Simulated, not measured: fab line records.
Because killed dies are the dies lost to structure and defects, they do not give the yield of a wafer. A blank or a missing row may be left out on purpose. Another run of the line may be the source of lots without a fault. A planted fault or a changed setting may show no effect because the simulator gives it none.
fab line records | flow n5_finfet | part 1 of 2: steps 1 to 4 of 6
[record] lots = 24 | wafers = 72 | last_day = 17
route steps=1938 shown MOL_CONTACT_COAG@580 BEOL_M0_SAQP@654
lots untouched by any fault: they come from a run of this same line in which no faults occurred
start_h: start of the lot's first displayed wafer, in hours after the record's first day | wait_h: hours since the lot's step before | " unchanged from the row above | L1.1+2: several wafers, shown together as one row | - value missing, or start not given | * or withheld: withheld | < > ~ a bound
route shown NAME@n: names a module that has steps shown in the file, with the first one's number in the route | usual: the fault-free wafers' mean and standard deviation | same: alike in all rows | chamber/n: place in a boat | sites: per-site readings | _std_site: the standard deviation of these | _edge_site: mean of outer sites minus mean of inner sites | radius_mm: for every site, how far away it sits from the centre of the wafer | mask NAME#n: copy n | behind: tool/chamber where the wafer was last shaped | hold: what put the lot on hold/how long, in hours/how the hold closed | device: names the non-switching transistor (n, p or np) | end of line: tests of these same wafers at the route's end | a step given without rows: its recipe and nothing more | killed: dies that structure and defects cost at the first sort, which is not the same as the wafer's yield | map: dies across one wafer; x = killed, . = not, _ = none there
set.NAME: the run value of the setting; set.NAME@STEP: its run value at that earlier step | model.NAME: the simulator's own value behind a step, which no gauge read
route steps across a sampled set of lots; one table per step, one row per wafer
services: the hour from which a tool's chamber was out of use, counted from the record's first day as start_h (under 0 if before that day), plus the number of hours and why
[[steps]]
[step N5_MOL_CONTACT_COAG_ETCHBACK_132]
[recipe] chemistry = CHF3 | target = SiO2 | target_depth_a = 100 | time_s = 6.7 | ion_energy_ev = 200 | pressure_mtorr = 30 | source_w = 610 | bias_w = 170 | Ar_flow_sccm = 200 | CHF3_flow_sccm = 50
[usual] drypump_motor_current_A = 5.6/0.53 | oes_product_au = 0.77/0.077 | rf_vpp_V = 530/7.9 | showerhead_plenum_p_Torr = 2.42/0.067 | throttle_valve_pct = 18.80/0.22
lot.wafer | tool        | chamber | start_h | wait_h | drypump_motor_current_A | oes_product_au | rf_hours_counter_h | rf_vpp_V | showerhead_plenum_p_Torr | throttle_valve_pct
L074.1    | rie_diel-06 | 0       | 99.07   | 0.1    | 4.9                     | 0.91           | 20                 | 532      | 2.32                     | 18.60
L074.2    | "           | 3       | "       | "      | 5.8                     | 0.76           | 134                | 522      | 2.37                     | 18.87
L074.3    | "           | 1       | "       | "      | 5.1                     | 0.78           | 128                | 522      | 2.40                     | 18.61
L075.1    | rie_diel-06 | 3       | 104.39  | 0.1    | 5.8                     | 0.75           | 136                | 524      | 2.37                     | 18.87
L075.3    | "           | 1       | "       | "      | 5.2                     | 0.77           | 130                | 522      | 2.40                     | 18.62
L075.5    | "           | 0       | "       | "      | 4.9                     | 0.90           | -                  | 533      | 2.32                     | 18.60
L076.1    | rie_diel-01 | 0       | 114.34  | 0.2    | 5.2                     | 0.87           | 36                 | 538      | 2.33                     | 18.72
L076.4    | "           | 1       | "       | "      | 6.0                     | 0.68           | 241                | 526      | 2.34                     | 18.94
L076.5    | "           | 0       | "       | "      | 5.1                     | 0.87           | -                  | 539      | 2.33                     | 18.72
L077.1    | rie_diel-01 | 3       | 115.03  | 0.1    | 5.2                     | 0.74           | 184                | 531      | 2.47                     | 19.19
L077.3    | "           | 2       | "       | "      | 6.1                     | 0.75           | 163                | 521      | 2.47                     | 18.81
L077.5    | "           | 2       | "       | "      | 6.1                     | 0.76           | -                  | 519      | 2.47                     | 18.80
L078.1    | rie_diel-06 | 2       | 120.03  | 0.1    | 6.6                     | 0.71           | 210                | 532      | 2.45                     | 18.87
L078.5    | "           | 3       | "       | "      | 5.8                     | 0.74           | -                  | 523      | 2.37                     | 18.88
L078.6    | "           | 0       | "       | "      | 4.9                     | 0.88           | -                  | 532      | 2.32                     | 18.61
L079.1    | rie_diel-01 | 2       | 132.34  | 0.2    | 6.1                     | 0.75           | 168                | 520      | 2.47                     | 18.81
L079.3    | "           | 1       | "       | "      | 5.9                     | 0.68           | 247                | 526      | 2.34                     | 18.97
L079.5    | "           | 3       | "       | "      | 5.2                     | 0.74           | -                  | 532      | 2.47                     | 19.20
L081.1    | rie_diel-05 | 2       | 140.29  | 0.2    | 5.1                     | 0.71           | 203                | 538      | 2.48                     | 19.06
L081.3    | "           | 0       | "       | "      | 6.6                     | 0.70           | 224                | 526      | 2.37                     | 18.73
L081.5    | "           | 1       | "       | "      | 5.8                     | 0.82           | -                  | 545      | 2.49                     | 18.82
L080.2    | rie_diel-05 | 1       | 140.95  | 0.1    | 5.8                     | 0.81           | 82                 | 545      | 2.49                     | 18.82
L080.3    | "           | 0       | "       | "      | 6.6                     | 0.69           | 225                | 525      | 2.37                     | 18.73
L080.6    | "           | 1       | "       | "      | 5.7                     | 0.81           | -                  | 545      | 2.49                     | 18.82
L082.2    | rie_diel-05 | 1       | 150.71  | 0.2    | 5.8                     | 0.80           | 86                 | 546      | 2.49                     | 18.82
L082.3    | "           | 2       | "       | "      | 5.1                     | 0.70           | 206                | 540      | 2.47                     | 19.09
L082.5    | "           | 2       | "       | "      | 5.1                     | 0.70           | -                  | 539      | 2.47                     | 19.08
L083.2    | rie_diel-05 | 1       | 154.50  | 0.3    | 5.8                     | 0.81           | 87                 | 546      | 2.49                     | 18.80
L083.3    | "           | 2       | "       | "      | 5.1                     | 0.70           | 208                | 539      | 2.47                     | 19.09
L083.6    | "           | 2       | "       | "      | 5.1                     | 0.70           | -                  | 539      | 2.47                     | 19.09
L084.1    | rie_diel-05 | 0       | 164.27  | 0.1    | 6.6                     | 0.68           | 233                | 525      | 2.36                     | 18.75
L084.5    | "           | 2       | "       | "      | 5.1                     | 0.69           | -                  | 538      | 2.47                     | 19.10
L084.6    | "           | 1       | "       | "      | 5.8                     | 0.80           | -                  | 543      | 2.49                     | 18.82
L085.2    | rie_diel-01 | 0       | 168.89  | 0.1    | 5.1                     | 0.83           | 58                 | 539      | 2.32                     | 18.78
L085.3    | "           | 3       | "       | "      | 5.3                     | 0.73           | 201                | 534      | 2.46                     | 19.22
L085.4    | "           | 1       | "       | "      | 5.9                     | 0.97           | 5                  | 525      | 2.34                     | 18.59
L086.1    | rie_diel-01 | 3       | 175.77  | 0.1    | 5.2                     | 0.72           | 204                | 532      | 2.46                     | 19.21
L086.3    | "           | 0       | "       | "      | 5.2                     | 0.82           | 60                 | 538      | 2.32                     | 18.76
L086.4    | "           | 1       | "       | "      | 5.9                     | 0.96           | 7                  | 525      | 2.34                     | 18.57
L087.2    | rie_diel-06 | 0       | 180.92  | 0.1    | 4.9                     | 0.85           | 47                 | 532      | 2.31                     | 18.63
L087.3    | "           | 3       | "       | "      | 5.8                     | 0.73           | 162                | 523      | 2.36                     | 18.89
L087.5    | "           | 0       | "       | "      | 4.9                     | 0.85           | -                  | 533      | 2.31                     | 18.63
L088.2    | rie_diel-01 | 3       | 181.74  | 0.2    | 5.3                     | 0.72           | 206                | 534      | 2.46                     | 19.21
L088.3    | "           | 1       | "       | "      | 5.9                     | 0.95           | 9                  | 526      | 2.34                     | 18.58
L088.5    | "           | 1       | "       | "      | 5.9                     | 0.94           | -                  | 526      | 2.33                     | 18.58
L089.1    | rie_diel-06 | 3       | 194.06  | 0.4    | 5.8                     | 0.73           | 166                | 522      | 2.36                     | 18.90
L089.2    | "           | 1       | "       | "      | 5.2                     | 0.75           | 154                | 522      | 2.39                     | 18.66
L089.3    | "           | 2       | "       | "      | 6.6                     | 0.69           | 232                | 532      | 2.44                     | 18.92
L090.1    | rie_diel-05 | 3       | 199.01  | 0.1    | 5.7                     | 0.84           | 56                 | 524      | 2.51                     | 18.37
L090.5    | "           | 3       | "       | "      | 5.7                     | 0.85           | -                  | 525      | 2.51                     | 18.39
L090.6    | "           | 0       | "       | "      | 6.6                     | 0.68           | -                  | 525      | 2.36                     | 18.75
L091.1    | rie_diel-06 | 3       | 200.23  | 0.1    | 5.8                     | 0.72           | 169                | 521      | 2.36                     | 18.92
L091.3    | "           | 2       | "       | "      | 6.6                     | 0.69           | 235                | 531      | 2.44                     | 18.91
L091.6    | "           | 2       | "       | "      | 6.6                     | 0.68           | -                  | 532      | 2.44                     | 18.91
L092.1    | rie_diel-06 | 0       | 204.22  | 0.2    | 4.9                     | 0.85           | 55                 | 532      | 2.31                     | 18.65
L092.2    | "           | 2       | "       | "      | 6.6                     | 0.70           | 236                | 532      | 2.44                     | 18.92
L092.4    | "           | 3       | "       | "      | 5.8                     | 0.73           | 170                | 522      | 2.36                     | 18.92
L093.3    | rie_diel-01 | 1       | 214.90  | 0.1    | 5.9                     | 0.92           | 20                 | 526      | 2.33                     | 18.58
L093.5    | "           | 2       | "       | "      | 6.1                     | 0.73           | -                  | 521      | 2.45                     | 18.85
L093.6    | "           | 3       | "       | "      | 5.3                     | 0.71           | -                  | 532      | 2.46                     | 19.24
L094.2    | rie_diel-05 | 2       | 219.00  | 0.1    | 5.1                     | 0.68           | 232                | 538      | 2.46                     | 19.13
L094.5    | "           | 2       | "       | "      | 5.1                     | 0.68           | -                  | 539      | 2.46                     | 19.12
L094.6    | "           | 1       | "       | "      | 5.7                     | 0.77           | -                  | 544      | 2.48                     | 18.84
L095.1    | rie_diel-06 | 1       | 225.01  | 0.1    | 5.2                     | 0.74           | 165                | 521      | 2.39                     | 18.69
L095.2    | "           | 3       | "       | "      | 5.8                     | 0.72           | 176                | 521      | 2.36                     | 18.92
L095.4    | "           | 2       | "       | "      | 6.6                     | 0.69           | 242                | 530      | 2.44                     | 18.93
L096.4    | rie_diel-05 | 1       | 231.30  | 0.4    | 5.8                     | 0.76           | -                  | 545      | 2.48                     | 18.86
L096.5    | "           | 2       | "       | "      | 5.1                     | 0.68           | -                  | 538      | 2.46                     | 19.14
L096.6    | "           | 3       | "       | "      | 5.7                     | 0.82           | -                  | 524      | 2.50                     | 18.43
L097.1    | rie_diel-05 | 2       | 240.07  | 0.2    | 5.1                     | 0.68           | 243                | 538      | 2.46                     | 19.14
L097.2    | "           | 0       | "       | "      | 6.6                     | 1.02           | 1                  | 525      | 2.36                     | 18.40
L097.6    | "           | 1       | "       | "      | 5.8                     | 0.77           | -                  | 544      | 2.48                     | 18.87
[step N5_MOL_CONTACT_COAG_CD_MEAS_137]
[recipe] target_cd_nm = 16
[usual] cd_nm = 15.9/0.31
lot.wafer | tool      | chamber | start_h | wait_h | cd_nm
L074.1    | cd_sem-03 | -       | 99.56   | 0.0    | 15.8
L074.2    | "         | -       | "       | "      | 15.4
L074.3    | "         | -       | "       | "      | 16.1
L075.1    | cd_sem-03 | -       | 104.88  | 0.0    | 16.1
L075.3    | "         | -       | "       | "      | 15.9
L075.5    | "         | -       | "       | "      | 16.3
L076.1    | cd_sem-02 | -       | 114.87  | 0.0    | 15.3
L076.4    | "         | -       | "       | "      | 15.6
L076.5    | "         | -       | "       | "      | 15.7
L077.1    | cd_sem-03 | -       | 115.53  | 0.0    | 16.3
L077.3    | "         | -       | "       | "      | 16.7
L077.5    | "         | -       | "       | "      | 16.4
L078.1    | cd_sem-02 | -       | 120.52  | 0.0    | 15.9
L078.5    | "         | -       | "       | "      | 15.8
L078.6    | "         | -       | "       | "      | 15.9
L079.1    | cd_sem-02 | -       | 132.84  | 0.0    | 15.9
L079.3    | "         | -       | "       | "      | 15.6
L079.5    | "         | -       | "       | "      | 16.3
L081.1    | cd_sem-03 | -       | 140.79  | 0.0    | 17.2
L081.3    | "         | -       | "       | "      | 16.0
L081.5    | "         | -       | "       | "      | 16.5
L080.2    | cd_sem-02 | -       | 141.44  | 0.0    | 16.1
L080.3    | "         | -       | "       | "      | 15.5
L080.6    | "         | -       | "       | "      | 15.9
L082.2    | cd_sem-01 | -       | 151.27  | 0.0    | 16.1
L082.3    | "         | -       | "       | "      | 16.1
L082.5    | "         | -       | "       | "      | 16.1
L083.2    | cd_sem-03 | -       | 154.99  | 0.0    | 15.9
L083.3    | "         | -       | "       | "      | 16.4
L083.6    | "         | -       | "       | "      | 16.1
L084.1    | cd_sem-02 | -       | 164.78  | 0.0    | 15.9
L084.5    | "         | -       | "       | "      | 15.5
L084.6    | "         | -       | "       | "      | 16.0
L085.2    | cd_sem-02 | -       | 169.39  | 0.0    | 16.1
L085.3    | "         | -       | "       | "      | 16.4
L085.4    | "         | -       | "       | "      | 16.2
L086.1    | cd_sem-02 | -       | 176.26  | 0.0    | 16.1
L086.3    | "         | -       | "       | "      | 16.0
L086.4    | "         | -       | "       | "      | 15.4
L087.2    | cd_sem-02 | -       | 181.42  | 0.0    | 15.8
L087.3    | "         | -       | "       | "      | 15.5
L087.5    | "         | -       | "       | "      | 15.6
L088.2    | cd_sem-02 | -       | 182.23  | 0.0    | 16.0
L088.3    | "         | -       | "       | "      | 15.6
L088.5    | "         | -       | "       | "      | 16.2
L089.1    | cd_sem-01 | -       | 194.55  | 0.0    | 15.6
L089.2    | "         | -       | "       | "      | 15.9
L089.3    | "         | -       | "       | "      | 16.3
L090.1    | cd_sem-02 | -       | 199.50  | 0.0    | 16.1
L090.5    | "         | -       | "       | "      | 16.1
L090.6    | "         | -       | "       | "      | 15.9
L091.1    | cd_sem-01 | -       | 200.72  | 0.0    | 15.7
L091.3    | "         | -       | "       | "      | 16.1
L091.6    | "         | -       | "       | "      | 15.8
L092.1    | cd_sem-01 | -       | 204.72  | 0.0    | 16.4
L092.2    | "         | -       | "       | "      | 16.2
L092.4    | "         | -       | "       | "      | 15.9
L093.3    | cd_sem-02 | -       | 215.40  | 0.0    | 16.0
L093.5    | "         | -       | "       | "      | 15.9
L093.6    | "         | -       | "       | "      | 15.8
L094.2    | cd_sem-02 | -       | 219.49  | 0.0    | 15.8
L094.5    | "         | -       | "       | "      | 16.1
L094.6    | "         | -       | "       | "      | 16.4
L095.1    | cd_sem-03 | -       | 225.51  | 0.0    | 15.6
L095.2    | "         | -       | "       | "      | 16.5
L095.4    | "         | -       | "       | "      | 16.3
L096.4    | cd_sem-01 | -       | 231.87  | 0.0    | 16.0
L096.5    | "         | -       | "       | "      | 16.2
L096.6    | "         | -       | "       | "      | 15.7
L097.1    | cd_sem-03 | -       | 240.57  | 0.0    | 15.7
L097.2    | "         | -       | "       | "      | 15.9
L097.6    | "         | -       | "       | "      | 16.0
[step N5_MOL_CONTACT_COAG_CD_MEAS_40]
[recipe] target_cd_nm = 25.1 | landing_energy_ev = 500 | detector = se_inlens | polarity = opening
[usual] cd_nm = 25.17/0.22
lot.wafer | tool      | chamber | start_h | wait_h | cd_nm
L074.1    | cd_sem-01 | 0       | 99.88   | -      | 25.09
L074.2    | "         | 0       | "       | "      | 25.20
L074.3    | "         | 0       | "       | "      | 25.35
L075.1    | cd_sem-02 | 0       | 105.20  | -      | 25.13
L075.3    | "         | 0       | "       | "      | 25.06
L075.5    | "         | 0       | "       | "      | 25.31
L076.1    | cd_sem-02 | 0       | 115.19  | -      | 25.24
L076.4    | "         | 0       | "       | "      | 25.25
L076.5    | "         | 0       | "       | "      | 25.21
L077.1    | cd_sem-03 | 0       | 115.84  | -      | 25.26
L077.3    | "         | 0       | "       | "      | 24.99
L077.5    | "         | 0       | "       | "      | 25.66
L078.1    | cd_sem-01 | 0       | 120.97  | -      | 25.06
L078.5    | "         | 0       | "       | "      | 25.45
L078.6    | "         | 0       | "       | "      | 25.23
L079.1    | cd_sem-03 | 0       | 133.16  | -      | 25.15
L079.3    | "         | 0       | "       | "      | 25.45
L079.5    | "         | 0       | "       | "      | 24.95
L081.1    | cd_sem-01 | 0       | 141.23  | -      | 25.14
L081.3    | "         | 0       | "       | "      | 25.30
L081.5    | "         | 0       | "       | "      | 25.37
L080.2    | cd_sem-03 | 0       | 141.76  | -      | 25.35
L080.3    | "         | 0       | "       | "      | 25.11
L080.6    | "         | 0       | "       | "      | 25.00
L082.2    | cd_sem-02 | 0       | 151.59  | -      | 25.18
L082.3    | "         | 0       | "       | "      | 24.97
L082.5    | "         | 0       | "       | "      | 25.20
L083.2    | cd_sem-03 | 0       | 155.31  | -      | 25.21
L083.3    | "         | 0       | "       | "      | 25.64
L083.6    | "         | 0       | "       | "      | 25.27
L084.1    | cd_sem-02 | 0       | 165.10  | -      | 25.01
L084.5    | "         | 0       | "       | "      | 25.34
L084.6    | "         | 0       | "       | "      | 25.33
L085.2    | cd_sem-02 | 0       | 169.83  | -      | 24.95
L085.3    | "         | 0       | "       | "      | 25.21
L085.4    | "         | 0       | "       | "      | 25.31
L086.1    | cd_sem-02 | 0       | 176.58  | -      | 25.23
L086.3    | "         | 0       | "       | "      | 25.00
L086.4    | "         | 0       | "       | "      | 25.59
L087.2    | cd_sem-03 | 0       | 181.74  | -      | 24.69
L087.3    | "         | 0       | "       | "      | 24.96
L087.5    | "         | 0       | "       | "      | 24.74
L088.2    | cd_sem-01 | 0       | 182.68  | -      | 24.94
L088.3    | "         | 0       | "       | "      | 24.95
L088.5    | "         | 0       | "       | "      | 25.60
L089.1    | cd_sem-01 | 0       | 194.91  | -      | 25.08
L089.2    | "         | 0       | "       | "      | 25.09
L089.3    | "         | 0       | "       | "      | 25.23
L090.1    | cd_sem-03 | 0       | 199.85  | -      | 24.79
L090.5    | "         | 0       | "       | "      | 24.82
L090.6    | "         | 0       | "       | "      | 24.88
L091.1    | cd_sem-03 | 0       | 201.16  | -      | 25.63
L091.3    | "         | 0       | "       | "      | 25.45
L091.6    | "         | 0       | "       | "      | 24.97
L092.1    | cd_sem-03 | 0       | 205.07  | -      | 25.06
L092.2    | "         | 0       | "       | "      | 25.32
L092.4    | "         | 0       | "       | "      | 25.14
L093.3    | cd_sem-02 | 0       | 215.72  | -      | 25.13
L093.5    | "         | 0       | "       | "      | 24.91
L093.6    | "         | 0       | "       | "      | 25.05
L094.2    | cd_sem-02 | 0       | 219.83  | -      | 24.88
L094.5    | "         | 0       | "       | "      | 25.17
L094.6    | "         | 0       | "       | "      | 24.85
L095.1    | cd_sem-03 | 0       | 226.68  | -      | 25.51
L095.2    | "         | 0       | "       | "      | 25.28
L095.4    | "         | 0       | "       | "      | 25.15
L096.4    | cd_sem-02 | 0       | 232.31  | -      | 25.35
L096.5    | "         | 0       | "       | "      | 24.69
L096.6    | "         | 0       | "       | "      | 25.28
L097.1    | cd_sem-01 | 0       | 241.01  | -      | 25.35
L097.2    | "         | 0       | "       | "      | 25.35
L097.6    | "         | 0       | "       | "      | 24.85
[step N5_BEOL_M0_SAQP_ETCH_84]
[recipe] chemistry = N2/H2 | target = SOC | target_depth_a = 1000 | overetch_a = 200 | mask_material = SiARC | temp_c = 40 | time_s = 150 | ion_energy_ev = 200 | pressure_mtorr = 30 | source_w = 840 | bias_w = 150 | n2_flow_sccm = 200 | h2_flow_sccm = 200
[usual] drypump_motor_current_A = 5.8/0.47 | oes_product_au = 0.66/0.041 | rf_vpp_V = 523.3/2.7 | showerhead_plenum_p_Torr = 2.51/0.09 | throttle_valve_pct = 17.83/0.11
lot.wafer | tool        | chamber | start_h | wait_h | drypump_motor_current_A | oes_product_au | rf_hours_counter_h | rf_vpp_V | showerhead_plenum_p_Torr | throttle_valve_pct
L074.1    | rie_diel-04 | 1       | 107.36  | 0.0    | 6.0                     | 0.67           | 137                | 529.2    | 2.65                     | 17.86
L074.2    | "           | 0       | "       | "      | 6.3                     | 0.65           | 195                | 520.3    | 2.40                     | 18.01
L074.3    | "           | 3       | "       | "      | 5.9                     | 0.65           | 155                | 526.6    | 2.64                     | 17.62
L075.1    | rie_diel-04 | 3       | 112.28  | 0.0    | 6.0                     | 0.64           | 157                | 525.3    | 2.64                     | 17.63
L075.3    | "           | 2       | "       | "      | 5.4                     | 0.69           | 131                | 526.1    | 2.54                     | 17.73
L075.5    | "           | 3       | "       | "      | 5.9                     | 0.65           | -                  | 525.6    | 2.64                     | 17.63
L076.1    | rie_diel-03 | 3       | 122.77  | 0.0    | 5.3                     | 0.67           | 155                | 521.9    | 2.42                     | 17.87
L076.4    | "           | 1       | "       | "      | 6.5                     | 0.66           | -                  | 524.8    | 2.53                     | 17.83
L076.5    | "           | 3       | "       | "      | 5.3                     | 0.67           | -                  | 520.6    | 2.42                     | 17.87
L077.1    | rie_diel-03 | 1       | 129.07  | 0.0    | 6.5                     | 0.65           | 167                | 523.7    | 2.53                     | 17.81
L077.3    | "           | 3       | "       | "      | 5.3                     | 0.67           | 159                | 521.0    | 2.42                     | 17.88
L077.5    | "           | 3       | "       | "      | 5.3                     | 0.67           | -                  | 521.7    | 2.42                     | 17.87
L078.1    | rie_diel-03 | 3       | 129.37  | 0.0    | 5.3                     | 0.67           | 159                | 520.2    | 2.42                     | 17.87
L078.5    | "           | 2       | "       | "      | 5.3                     | 0.65           | -                  | 522.7    | 2.54                     | 17.78
L078.6    | "           | 3       | "       | "      | 5.3                     | 0.66           | -                  | 519.8    | 2.42                     | 17.88
L079.1    | rie_diel-03 | 1       | 139.68  | 0.0    | 6.5                     | 0.65           | 170                | 525.1    | 2.53                     | 17.81
L079.3    | "           | 0       | "       | "      | 5.9                     | 0.62           | 225                | 520.1    | 2.40                     | 17.94
L079.5    | "           | 0       | "       | "      | 5.9                     | 0.62           | -                  | 520.4    | 2.40                     | 17.92
L081.1    | rie_diel-03 | 2       | 147.76  | 0.0    | 5.3                     | 0.66           | 184                | 524.5    | 2.54                     | 17.79
L081.3    | "           | 1       | "       | "      | 6.5                     | 0.65           | 173                | 523.7    | 2.53                     | 17.83
L081.5    | "           | 3       | "       | "      | 5.3                     | 0.67           | -                  | 519.9    | 2.41                     | 17.88
L080.2    | rie_diel-03 | 1       | 150.98  | 0.0    | 6.5                     | 0.65           | 173                | 523.6    | 2.53                     | 17.83
L080.3    | "           | 0       | "       | "      | 5.9                     | 0.62           | 228                | 519.9    | 2.40                     | 17.93
L080.6    | "           | 2       | "       | "      | 5.3                     | 0.65           | -                  | 524.1    | 2.54                     | 17.80
L082.2    | rie_diel-03 | 3       | 160.34  | 0.0    | 5.3                     | 0.66           | 168                | 519.5    | 2.41                     | 17.88
L082.3    | "           | 2       | "       | "      | 5.3                     | 0.65           | 188                | 522.9    | 2.53                     | 17.81
L082.5    | "           | 0       | "       | "      | 5.9                     | 0.62           | -                  | 519.4    | 2.40                     | 17.94
L083.2    | rie_diel-02 | 1       | 162.02  | 0.0    | 6.2                     | 0.68           | 142                | 521.3    | 2.44                     | 17.73
L083.3    | "           | 3       | "       | "      | 6.7                     | 0.59           | 245                | 525.2    | 2.60                     | 17.96
L083.6    | "           | 0       | "       | "      | 5.1                     | 0.72           | -                  | 526.7    | 2.67                     | 17.68
L084.1    | rie_diel-02 | 0       | 172.53  | 0.0    | 5.1                     | 0.72           | 98                 | 528.3    | 2.67                     | 17.71
L084.5    | "           | 0       | "       | "      | 5.1                     | 0.72           | -                  | 529.8    | 2.67                     | 17.69
L084.6    | "           | 1       | "       | "      | 6.2                     | 0.68           | -                  | 521.7    | 2.44                     | 17.73
L085.2    | rie_diel-04 | 1       | 177.40  | 0.0    | 6.1                     | 0.65           | 159                | 527.4    | 2.64                     | 17.92
L085.3    | "           | 0       | "       | "      | 6.3                     | 0.64           | 212                | 520.2    | 2.40                     | 18.02
L085.4    | "           | 2       | "       | "      | 5.4                     | 0.67           | 150                | 523.2    | 2.53                     | 17.76
L086.1    | rie_diel-03 | 3       | 184.12  | 0.0    | 5.3                     | 0.65           | 175                | 520.9    | 2.41                     | 17.89
L086.3    | "           | 1       | "       | "      | 6.5                     | 0.65           | 182                | 524.6    | 2.52                     | 17.83
L086.4    | "           | 0       | "       | "      | 5.9                     | 0.62           | 237                | 519.4    | 2.40                     | 17.94
L087.2    | rie_diel-04 | 0       | 189.43  | 0.0    | 6.4                     | 0.64           | 215                | 520.9    | 2.39                     | 18.04
L087.3    | "           | 3       | "       | "      | 5.9                     | 0.64           | 180                | 526.5    | 2.63                     | 17.66
L087.5    | "           | 1       | "       | "      | 6.0                     | 0.64           | -                  | 527.3    | 2.64                     | 17.90
L088.2    | rie_diel-02 | 0       | 192.41  | 0.0    | 5.1                     | 0.71           | 105                | 526.2    | 2.66                     | 17.71
L088.3    | "           | 1       | "       | "      | 6.2                     | 0.68           | 152                | 520.3    | 2.44                     | 17.74
L088.5    | "           | 2       | "       | "      | 6.1                     | 0.66           | -                  | 525.4    | 2.53                     | 17.69
L089.1    | rie_diel-04 | 3       | 201.89  | 0.0    | 6.0                     | 0.64           | 184                | 527.4    | 2.63                     | 17.68
L089.2    | "           | 1       | "       | "      | 6.0                     | 0.64           | 166                | 525.8    | 2.64                     | 17.89
L089.3    | "           | 2       | "       | "      | 5.4                     | 0.67           | 158                | 524.5    | 2.53                     | 17.79
L090.1    | rie_diel-04 | 3       | 207.52  | 0.0    | 5.9                     | 0.64           | 185                | 525.2    | 2.63                     | 17.68
L090.5    | "           | 2       | "       | "      | 5.4                     | 0.67           | -                  | 524.1    | 2.53                     | 17.78
L090.6    | "           | 3       | "       | "      | 6.0                     | 0.63           | -                  | 526.1    | 2.63                     | 17.67
L091.1    | rie_diel-03 | 3       | 211.19  | 0.0    | 5.3                     | 0.65           | 181                | 518.7    | 2.41                     | 17.92
L091.3    | "           | 2       | "       | "      | 5.3                     | 0.63           | 203                | 522.1    | 2.53                     | 17.83
L091.6    | "           | 1       | "       | "      | 6.5                     | 0.63           | -                  | 523.3    | 2.52                     | 17.85
L092.1    | rie_diel-04 | 1       | 212.19  | 0.0    | 6.0                     | 0.64           | 168                | 526.0    | 2.64                     | 17.92
L092.2    | "           | 2       | "       | "      | 5.4                     | 0.66           | 160                | 523.8    | 2.53                     | 17.78
L092.4    | "           | 0       | "       | "      | 6.3                     | 0.63           | 221                | 520.6    | 2.39                     | 18.06
L093.3    | rie_diel-03 | 0       | 224.12  | 0.0    | 5.9                     | 0.61           | 250                | 518.8    | 2.39                     | 17.97
L093.5    | "           | 2       | "       | "      | 5.3                     | 0.64           | -                  | 524.8    | 2.53                     | 17.83
L093.6    | "           | 1       | "       | "      | 6.4                     | 0.64           | -                  | 522.6    | 2.52                     | 17.87
L094.2    | rie_diel-04 | 0       | 227.38  | 0.0    | 6.3                     | 0.63           | 226                | 520.9    | 2.39                     | 18.06
L094.5    | "           | 3       | "       | "      | 6.0                     | 0.63           | -                  | 526.8    | 2.62                     | 17.69
L094.6    | "           | 0       | "       | "      | 6.3                     | 0.63           | -                  | 519.5    | 2.39                     | 18.06
L095.1    | rie_diel-03 | 1       | 233.92  | 0.0    | 6.5                     | 0.64           | 198                | 522.8    | 2.52                     | 17.87
L095.2    | "           | 2       | "       | "      | 5.3                     | 0.64           | 212                | 522.5    | 2.52                     | 17.83
L095.4    | "           | 3       | "       | "      | 5.3                     | 0.64           | -                  | 520.7    | 2.40                     | 17.91
L096.4    | rie_diel-02 | 3       | 240.38  | 0.0    | 6.7                     | 0.84           | 14                 | 525.9    | 2.60                     | 17.59
L096.5    | "           | 1       | "       | "      | 6.1                     | 0.67           | -                  | 521.0    | 2.43                     | 17.78
L096.6    | "           | 2       | "       | "      | 6.2                     | 0.65           | -                  | 523.6    | 2.53                     | 17.70
L097.1    | rie_diel-02 | 3       | 248.35  | 0.0    | 6.6                     | 0.82           | 16                 | 525.5    | 2.60                     | 17.59
L097.2    | "           | 2       | "       | "      | 6.2                     | 0.65           | 181                | 523.6    | 2.53                     | 17.72
L097.6    | "           | 1       | "       | "      | 6.2                     | 0.67           | -                  | 521.8    | 2.43                     | 17.79
